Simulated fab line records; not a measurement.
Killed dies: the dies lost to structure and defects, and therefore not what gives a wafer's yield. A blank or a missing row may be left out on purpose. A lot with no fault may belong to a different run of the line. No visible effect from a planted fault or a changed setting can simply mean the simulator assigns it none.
Comparing a struck lot with a sound one	flow n5 finfet	16 steps out of a route of 1938
Sound: wafers L175.1, L175.2, L175.4. Wafers L179.4, L179.5, L179.6 were the ones struck. At the end, the cause is stated.
Per side, at each step with rows, come the tool, then ch with its chambers, and then its first start. Under that, the readings that differ: sound wafers	struck wafers	difference of the means	sigmas: that difference in standard deviations of wafers without a fault.
alike: readings whose means differ by less than 2 such deviations, and words and numbers that are the same on both sides. not compared: withheld readings, readings that some wafer has no value for, bounds like >300 that may hide the same value, and numbers for which the record gives no deviation and whose values overlap.
The two part at a step that has a row with sigmas, a row that says differs or no value, or rows on one side only. Numbers that have no deviation but don't overlap get no sigmas and don't part them. Lack of a reading on every wafer of one side parts them only where that side has two or more wafers.

first, 4 steps without rows for these wafers: N5_BEOL_M4_HM_STRIP_39 (strips TiN in peroxide tin strip, target depth 25 nm, time 158 s); N5_BEOL_M4_SRD_40 (time 30 s); N5_BEOL_M4_PRECLEAN_42 (cleans in residue remover, time 60 s); N5_BEOL_M4_SRD_43 (time 30 s).
N5_BEOL_M4_CD_MEAS_35: target cd 18 nm, target cd y 22.4 nm.
  sound on cd sem-03, day 10 07:57; struck on cd sem-02, day 11 10:53
  alike: cd nm
N5_BEOL_M4_DEGAS_44: time 60 s.
  sound on pvd sputter-03, day 10 08:22; struck on pvd sputter-01, day 11 11:01
  alike: heater power w
N5_BEOL_M4_PRE_CLEAN_45: time 30 s.
  sound on pvd sputter-03, day 10 08:24; struck on pvd sputter-01, day 11 11:03
  alike: heater power w
N5_BEOL_M4_ALD_84: deposits TaN, pulse time 2 s, purge time 3 s, co reactant purge time 2 s.
  sound on ald metal-03 ch 0,1,3, day 10 08:28; struck on ald metal-03 ch 0,1,2, day 11 11:13
  alike: heater power w, mfc carrier sccm
then, 3 steps without rows for these wafers: N5_BEOL_M4_SURFACE_TREAT_85; N5_BEOL_M4_CVD_47 (deposits Co from CCTBA/H2, target thk 3 nm, time 223.8 s); N5_BEOL_M4_SPUTTER_48 (material Cu, target thk 4.5 nm, time 8.29 s).
N5_BEOL_M4_ANNEAL_49: time 240 s.
  sound on pvd sputter-03, day 10 09:14; struck on pvd sputter-02, day 11 11:39
  alike: heater power w
N5_BEOL_M4_SPUTTER_79: material Cu, target thk 4.5 nm, time 8.29 s.
  sound on pvd sputter-03, day 10 09:23; struck on pvd sputter-02, day 11 11:47
reading	sound	struck	difference	sigmas
chamber pressure pa (Pa)	0.06986 0.07004 0.07005	0.08174 0.08171 0.08178	+0.01176	+78
throttle valve pct (%)	32.8 29.4 30.2	26.4 27.3 26.6	-4.0	-3
  alike: chuck gas flow sccm
N5_BEOL_M4_ANNEAL_80: time 240 s.
  sound on pvd sputter-03, day 10 09:28; struck on pvd sputter-02, day 11 11:52
  alike: heater power w
N5_BEOL_M4_RC_MEAS_101:
  sound on prober-02 ch 0, day 10 12:01; struck on prober-02 ch 0, day 11 15:26
reading	sound	struck	difference	sigmas
DIBL_N (mV/V)	34.0 34.9 30.1	36.2 37.8 37.8	+4.3	+2
  alike: DIBL_P, IOFF_N, IOFF_P, ION_N, ION_P, SS_N, SS_P, VT_N, VT_P
-- a jump in the record: the struck wafers' starts before and after are 4 days apart (it breaks off in module BEOL_M4 and resumes in module PASSIVATION, where the first step shown is number 1936 of the route) --
N5_PASSIVATION_PROBE_49:
  sound on prober-01, day 14 23:19; struck on prober-02, day 15 22:31
  alike: defect limited yield, killed_at_M0_to_M3, killed_at_M4_up, killed at contacts, killed at front end, killed at other, killed dies, killed open, killed short, sort_bin_5_function, sort_bin_6_memory, sort n pass, sort yield pct

== WHERE THEY PART ==
Earliest at N5_BEOL_M4_SPUTTER_79; latest, in this record, at N5_BEOL_M4_RC_MEAS_101. Later steps at which nothing parts them and some readings are alike: N5_PASSIVATION_PROBE_49.

WHY: the cause the simulator had injected
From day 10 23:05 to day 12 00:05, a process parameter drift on pvd sputter-02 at N5_BEOL_M4_SPUTTER_79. The setting chamber pressure pa was moved by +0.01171, starting from 0.07. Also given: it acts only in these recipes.
